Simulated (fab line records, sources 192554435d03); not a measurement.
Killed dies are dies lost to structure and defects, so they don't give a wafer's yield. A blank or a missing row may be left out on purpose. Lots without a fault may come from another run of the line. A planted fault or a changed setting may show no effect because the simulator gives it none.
Which tool did it? | flow n5_finfet | 8 lots, 24 wafers sampled, at 1 step of a route of 1938

WHAT THE GAUGES READ, wafer by wafer
N5_BEOL_M4_RC_MEAS_101.
lot  | measured     | on        | DIBL_N (mV/V)
L296 | day 8 04:54  | prober-01 | 34.3 38.8 36.5
L298 | day 9 04:48  | prober-02 | 36.3 38.0 36.7
L307 | day 11 10:02 | prober-02 | 38.3 35.8 36.1
L308 | day 11 10:28 | prober-01 | 37.2 33.9 36.1
L310 | day 11 15:05 | prober-02 | 34.8 34.5 34.4
L316 | day 13 03:45 | prober-02 | 40.2 35.4 37.4
L315 | day 13 21:21 | prober-02 | 36.1 37.1 37.0
L318 | day 14 04:16 | prober-02 | 36.1 35.0 38.2

WHICH TOOL RAN EACH LOT (tool, then ch and the chambers of the sampled wafers, then the start)
The record holds no process step before these readings.

THE ANSWER, worked out from the rows above alone
Rule: what is usual is taken from the lots themselves. Put in order of their means at a reading, lots are off if they are a third of the lots or fewer, leave a main group of 4 or more, and stand apart from it by a gap of 3 or more times the standard deviation of the main group's means; of several such gaps the widest counts. A main group whose means are all the same, to the digits that the tables above print for the reading, isn't used. A lot without any number at a reading at which 4 lots or more have one is off too. The other lots that the step has rows for count as sound.
No lot is off at any reading shown: from this, nothing can be told.

WHAT THE SIMULATOR HAD PUT IN
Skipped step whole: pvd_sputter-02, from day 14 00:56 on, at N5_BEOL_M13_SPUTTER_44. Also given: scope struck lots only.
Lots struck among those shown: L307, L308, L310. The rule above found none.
